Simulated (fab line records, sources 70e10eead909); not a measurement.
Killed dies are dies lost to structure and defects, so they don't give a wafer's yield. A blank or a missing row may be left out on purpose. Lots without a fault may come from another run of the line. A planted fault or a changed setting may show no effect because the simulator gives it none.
fab line records | flow nand_harc
record lots=13 wafers=39 last_day=33
route steps=1302 shown P_GATE@206 A_BONDPAD@1218 THIN_TSV@1259 END@1302
lots that met no fault: from a run of the same line without faults
start_h: hours from the record's first day to the start of the lot's first wafer shown | wait_h: hours since the lot's step before | " the same as in the row above | L1.1+2: a row that stands for several wafers | - no value, or no start given | * or withheld: withheld | < > ~ a bound
route shown NAME@n: a module of which the file shows steps, and the number in the route of the first | usual: mean/standard deviation of fault-free wafers | same: alike in all rows | chamber/n: place in a boat | sites: the reading at each site | _std_site: their standard deviation | _edge_site: outer sites' mean less inner sites' | radius_mm: how far each site lies from the wafer's centre | mask NAME#n: copy n | behind: the tool/chamber that last shaped the wafer | hold: why the lot was held/for how many hours/how that ended | device: the transistor (n, p or np) that didn't switch | end of line: the same wafers' tests at the end of the route | a step without rows: its recipe alone | killed: dies lost to structure and defects at the first sort, not the wafer's yield | map: a wafer's dies, x killed, . not, _ none there
set.NAME: the setting as run; set.NAME@STEP: as run at that earlier step | model.NAME: the simulator's own value behind a step, which no gauge read
steps of the route over a sample of lots; a table a step, a row a wafer
services: from which hour (start_h, from the record's first day; less than 0 if before it) a tool's chamber was out of use, for how many hours, and why
## steps
# step NHARC_P_GATE_STRIP_96
# recipe time_s=900 temp_c=130 chemistry=SPM
# columns lot.wafer tool chamber start_h wait_h
L650.5+1+4 wet_bench-07 1,2,5 113.96 0.2
L652.3+2+4 wet_bench-06 2,4,6 134.30 0.2
L653.6+2+5 wet_bench-07 4,6,0 138.81 0.2
L654.1+3+5 wet_bench-09 4,5,7 150.26 0.2
L656.5+4+6 wet_bench-06 6,0,2 177.21 0.2
L657.2+1+3 wet_bench-07 7,0,2 184.70 0.2
L658.4+5+3 wet_bench-07 6,7,2 192.87 0.2
L659.4+6+1 wet_bench-07 7,0,1 207.82 0.2
L668.1+2+5 wet_bench-09 1,2,5 294.59 0.2
L669.3+6+5 wet_bench-07 7,0,4 310.48 0.2
L670.4+5+1 wet_bench-06 3,6,7 311.02 0.2
L671.5+6+2 wet_bench-07 5,7,0 327.68 0.2
L672.6+5+1 wet_bench-06 2,4,5 331.63 0.2
# step NHARC_A_BONDPAD_DESCUM_11
# recipe time_s=3 o2_flow_sccm=200 ar_flow_sccm=0 bias_power_w=0 chemistry=O2
# usual drypump_motor_current_A=5.9/0.35 oes_product_au=1.003/0.0088 rf_vpp_V=57.9/0.92 showerhead_plenum_p_Torr=1.93/0.085 throttle_valve_pct=11.311/0.0091
# columns lot.wafer tool chamber start_h wait_h drypump_motor_current_A oes_product_au rf_hours_counter_h rf_vpp_V showerhead_plenum_p_Torr throttle_valve_pct
L650.1 rie_diel-01 3 529.80 - 6.3 1.015 22 57.0 1.82 11.305
L650.4 " 0 " " 6.0 0.997 21 57.1 1.81 11.302
L650.5 " 2 " " 4.9 1.019 - 57.1 1.93 11.326
L652.3 rie_diel-07 0 544.13 - 5.8 1.019 2 57.3 1.84 11.319
L652.4 " 1 " " 6.3 1.000 1 59.1 1.90 11.293
L652.2 " 3 " " 5.9 0.990 2 56.8 1.92 11.328
L654.3 rie_diel-07 0 570.01 - 5.7 1.012 3 57.5 1.84 11.303
L654.1 " 3 " " 5.9 0.992 2 57.9 1.92 11.305
L654.5 " 1 " " 6.3 1.001 - 58.2 1.90 11.311
L653.2 rie_diel-07 3 571.00 - 5.9 0.998 2 57.8 1.92 11.317
L653.5 " 2 " " 6.1 1.007 - 59.8 2.05 11.313
L653.6 " 3 " " 5.9 0.995 - 57.7 1.92 11.309
L657.1 rie_diel-07 1 609.64 - 6.3 1.008 4 57.4 1.90 11.304
L657.2 " 3 " " 5.9 0.992 4 58.0 1.92 11.306
L657.3 " 0 " " 5.7 1.015 4 57.4 1.84 11.317
L658.4 rie_diel-07 1 613.33 - 6.3 0.995 4 56.1 1.90 11.290
L658.3 " 2 " " 6.1 1.006 4 58.3 2.05 11.312
L658.5 " 3 " " 5.9 0.996 - 58.2 1.92 11.312
L656.4 rie_diel-07 2 617.06 - 6.1 1.006 4 59.6 2.05 11.304
L656.6 " 2 " " 6.1 1.009 - 57.4 2.05 11.307
L656.5 " 3 " " 5.9 0.990 - 58.7 1.92 11.301
L659.1 rie_diel-07 2 622.32 - 6.1 1.015 4 58.1 2.05 11.316
L659.4 " 3 " " 5.9 0.995 4 59.1 1.92 11.305
L659.6 " 0 " " 5.7 1.019 - 58.5 1.84 11.302
L670.4 rie_diel-07 1 716.92 - 6.3 1.000 1 58.8 1.90 11.292
L670.1 " 3 " " 5.9 1.005 1 57.2 1.92 11.319
L670.5 " 0 " " 5.7 0.999 - 56.5 1.84 11.290
L668.2 rie_diel-07 0 718.84 - 5.7 1.001 1 55.1 1.84 11.297
L668.1 " 2 " " 6.1 0.996 1 58.9 2.05 11.308
L668.5 " 3 " " 5.9 0.996 - 58.0 1.92 11.311
L669.3 rie_diel-01 1 745.05 - 4.9 0.989 0 58.9 2.06 11.328
L669.6 " 0 " " 6.0 0.997 - 58.5 1.80 11.316
L669.5 " 1 " " 4.9 0.993 - 57.6 2.06 11.305
L672.1 rie_diel-07 1 747.04 - 6.3 1.009 1 59.3 1.90 11.313
L672.5 " 1 " " 6.2 1.010 - 58.1 1.90 11.317
L672.6 " 2 " " 6.1 1.004 - 56.7 2.05 11.309
L671.2 rie_diel-07 2 752.47 - 6.1 0.992 2 58.3 2.05 11.305
L671.6 " 3 " " 5.9 0.998 - 56.7 1.92 11.329
L671.5 " 2 " " 6.1 1.000 - 58.8 2.05 11.322
# step NHARC_A_BONDPAD_ETCH_34
# recipe target_depth_a=600 overetch_a=180 time_s=65.91 ion_energy_ev=200 n2_flow_sccm=150 h2_flow_sccm=150 ar_flow_sccm=0 rf_w=400 bias_w=150 chemistry=N2/H2
# usual drypump_motor_current_A=5.9/0.35 oes_product_au=1.004/0.0097 rf_vpp_V=430.9/2.6 showerhead_plenum_p_Torr=2.06/0.093 throttle_valve_pct=14.170/0.0089
# columns lot.wafer tool chamber start_h wait_h drypump_motor_current_A oes_product_au rf_hours_counter_h rf_vpp_V showerhead_plenum_p_Torr throttle_valve_pct
L650.4 rie_diel-01 0 529.89 0.1 6.0 1.002 21 428.3 1.93 14.154
L650.1 " 2 " " 5.0 1.025 24 430.6 2.05 14.176
L650.5 " 3 " " 6.3 1.000 - 426.6 1.94 14.167
L652.3 rie_diel-07 0 544.21 0.1 5.8 1.013 2 427.6 1.96 14.157
L652.4 " 1 " " 6.3 1.002 1 429.3 2.02 14.169
L652.2 " 2 " " 6.1 1.001 1 433.7 2.19 14.162
L654.3 rie_diel-07 1 570.10 0.1 6.3 0.996 3 432.4 2.02 14.165
L654.1 " 2 " " 6.1 1.008 2 434.2 2.19 14.167
L654.5 " 1 " " 6.3 1.007 - 429.0 2.02 14.162
L653.2 rie_diel-07 1 571.10 0.1 6.3 1.006 3 430.2 2.02 14.182
L653.5 " 2 " " 6.1 0.993 - 434.9 2.19 14.176
L653.6 " 3 " " 5.9 0.990 - 430.6 2.05 14.175
L657.3 rie_diel-07 2 609.73 0.1 6.1 1.004 4 435.4 2.19 14.159
L657.1 " 3 " " 5.9 1.000 4 431.7 2.05 14.181
L657.2 " 0 " " 5.8 1.020 4 428.5 1.96 14.165
L658.4 rie_diel-07 0 613.40 0.1 5.7 1.022 4 429.3 1.96 14.176
L658.3 " 1 " " 6.3 1.004 4 429.9 2.02 14.186
L658.5 " 0 " " 5.8 1.024 - 427.6 1.96 14.159
L656.4 rie_diel-07 2 617.16 0.1 6.1 1.012 4 434.2 2.19 14.169
L656.5 " 0 " " 5.7 1.016 - 427.6 1.96 14.170
L656.6 " 1 " " 6.3 1.014 - 431.2 2.02 14.159
L659.1 rie_diel-07 2 622.38 0.1 6.1 1.013 4 434.3 2.19 14.175
L659.4 " 1 " " 6.3 1.003 5 429.5 2.02 14.166
L659.6 " 3 " " 5.9 0.991 - 430.3 2.04 14.169
L670.4 rie_diel-07 1 717.01 0.1 6.3 1.004 1 430.0 2.02 14.168
L670.1 " 2 " " 6.1 1.000 1 434.1 2.19 14.178
L670.5 " 0 " " 5.7 0.989 - 428.9 1.96 14.172
L668.2 rie_diel-07 0 718.93 0.1 5.7 0.996 1 427.0 1.96 14.172
L668.1 " 1 " " 6.3 1.001 1 429.7 2.02 14.170
L668.5 " 3 " " 5.9 0.994 - 431.6 2.04 14.168
L669.3 rie_diel-01 2 745.13 0.1 4.9 1.015 0 430.7 2.04 14.174
L669.6 " 2 " " 4.9 1.004 - 430.8 2.04 14.168
L669.5 " 3 " " 6.3 1.012 - 426.4 1.93 14.166
L672.1 rie_diel-07 1 747.14 0.1 6.3 1.002 1 428.7 2.02 14.174
L672.6 " 3 " " 5.9 0.984 - 432.5 2.04 14.172
L672.5 " 1 " " 6.3 1.010 - 430.5 2.02 14.166
L671.2 rie_diel-07 1 752.56 0.1 6.3 1.012 2 428.9 2.02 14.178
L671.6 " 2 " " 6.1 0.997 - 434.5 2.19 14.154
L671.5 " 1 " " 6.3 1.010 - 429.7 2.02 14.176
# step NHARC_THIN_TSV_CD_MEAS_12
# recipe target_cd_nm=1000 landing_energy_ev=500
# usual cd_nm=1000.4/1.6
# columns lot.wafer tool chamber start_h wait_h cd_nm
L650.1 cd_sem-01 0 544.68 - 998.4
L650.4 " 0 " " 1000.3
L650.5 " 0 " " 1003.3
L652.2 cd_sem-03 0 559.41 - 999.3
L652.3 " 0 " " 1000.6
L652.4 " 0 " " 1001.1
L654.1 cd_sem-01 0 585.03 - 998.7
L654.3 " 0 " " 996.6
L654.5 " 0 " " 998.7
L653.2 cd_sem-01 0 586.22 - 1001.6
L653.5 " 0 " " 1001.0
L653.6 " 0 " " 1002.6
L657.1 cd_sem-03 0 624.46 - 1002.0
L657.2 " 0 " " 999.6
L657.3 " 0 " " 1001.3
L658.3 cd_sem-02 0 630.70 - 999.5
L658.4 " 0 " " 1000.7
L658.5 " 0 " " 1000.5
L656.4 cd_sem-03 0 631.87 - 1000.8
L656.5 " 0 " " 1000.5
L656.6 " 0 " " 1001.5
L659.1 cd_sem-01 0 637.14 - 999.5
L659.4 " 0 " " 1001.5
L659.6 " 0 " " 1001.3
L668.1 cd_sem-01 0 731.69 - 998.0
L668.2 " 0 " " 997.5
L668.5 " 0 " " 998.1
L670.1 cd_sem-03 0 732.79 - 1001.5
L670.4 " 0 " " 1003.2
L670.5 " 0 " " 999.4
L669.3 cd_sem-02 0 760.26 - 1001.1
L669.5 " 0 " " 1000.3
L669.6 " 0 " " 1001.6
L672.1 cd_sem-02 0 761.49 - 1001.7
L672.5 " 0 " " 1000.6
L672.6 " 0 " " 1000.7
L671.2 cd_sem-02 0 767.30 - 1002.4
L671.5 " 0 " " 1000.6
L671.6 " 0 " " 1000.3
# step NHARC_END_SORT_01
# recipe temp_c=25
# usual killed_at_array=62/15 killed_at_other=0.8/1 killed_at_periphery=3.7/2.6 killed_dies=66/15 killed_open=3.1/1.8 killed_short=2.6/1.7
# same gross_dies=677
# columns lot.wafer tool chamber start_h wait_h killed_at_array killed_at_other killed_at_periphery killed_dies killed_open killed_short
L659.1 prober-01 0 655.26 2.5 46 0 25 71 1 5
L659.4 prober-01 0 657.64 3.4 64 0 34 98 7 2
L659.6 prober-01 0 659.23 4.0 59 0 70 129 3 2
# killed by level:class
L659.1 P_GATE:unspecified=25 A_CHANNEL_HOLE_D1:chamber_film_flake=16 A_CHANNEL_HOLE_D2:chamber_film_flake=13 A_CONTACT:chamber_film_flake=6 A_M0:chamber_film_flake=3 A_CHANNEL_FILL_D1:geometric_particle:short=2 A_STAIRCASE:geometric_particle:open=1 A_WL_FILL:geometric_particle:short=1
L659.4 A_CHANNEL_HOLE_D1:chamber_film_flake=33 P_GATE:unspecified=31 A_CHANNEL_HOLE_D2:chamber_film_flake=12 A_CONTACT:chamber_film_flake=8 A_M0:chamber_film_flake=3 A_CHANNEL_HOLE_D1:geometric_particle:open=2 A_CHANNEL_FILL_D2:geometric_particle:open=2 P_M0:geometric_particle:open=1
L659.6 P_GATE:unspecified=68 A_CHANNEL_HOLE_D1:chamber_film_flake=26 A_CHANNEL_HOLE_D2:chamber_film_flake=16 A_M0:chamber_film_flake=5 A_CONTACT:chamber_film_flake=4 A_CHANNEL_FILL_D2:chamber_film_flake=3 P_CONTACT:geometric_particle:open=1 A_SOURCE_PLATE:geometric_particle:open=1
## services
# columns tool chamber start_h hours kind
rie_diel-07 - 117.20 9.0 pm
wet_bench-07 - 160.04 8.0 pm
wet_bench-06 - 170.07 2.1 repair
wet_bench-06 - 193.60 8.0 pm
rie_diel-01 - 203.80 9.0 pm
rie_diel-01 1 234.14 4.8 repair
rie_diel-07 0 247.72 2.6 repair
rie_diel-07 3 251.59 6.0 repair
rie_diel-01 0 261.34 3.7 repair
rie_diel-07 - 294.20 9.0 pm
rie_diel-07 3 320.30 3.4 repair
wet_bench-07 - 336.04 8.0 pm
wet_bench-06 - 369.60 8.0 pm
rie_diel-01 3 370.87 4.1 repair
rie_diel-01 - 380.82 9.0 pm
rie_diel-07 2 442.92 58.1 repair
rie_diel-07 - 471.20 9.0 pm
wet_bench-07 - 512.04 8.0 pm
rie_diel-07 - 547.11 0.3 repair
rie_diel-07 3 553.76 14.2 repair
wet_bench-07 - 643.42 3.9 repair
rie_diel-07 - 648.20 9.0 pm
rie_diel-07 1 688.24 2.2 repair
rie_diel-07 - 725.88 1.9 repair
## key
first_sign step=NHARC_END_SORT_01 reading=killed_at_periphery direction=up sigmas=15 usual=3.7 struck=43
effect step=NHARC_END_SORT_01 reading=killed_dies direction=up sigmas=2.1 usual=66 struck=99 wafers_moved=2
more_kills_born_at NHARC_P_GATE_STRIP_96@wet_bench-07=124
met_at NHARC_P_GATE_STRIP_96
struck_lots L659
tester_left_out L659
not_acting_at NHARC_A_BONDPAD_DESCUM_11,NHARC_A_BONDPAD_ETCH_34,NHARC_THIN_TSV_CD_MEAS_12
onset_between 192.87 207.82
fault kind=chamber_particle_source tool=wet_bench-07 chamber=- onset_h=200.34 steps=NHARC_P_GATE_STRIP_96 rate_per_visit_cm2=0.40626 end_h=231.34
# tester_left_out: of these lots the tester's yield and bins aren't shown, on N5 and GAA mostly nor the transistor test; their killed dies are dies lost to structure and defects alone, not to doping, threshold or leakage, so they don't give the yield
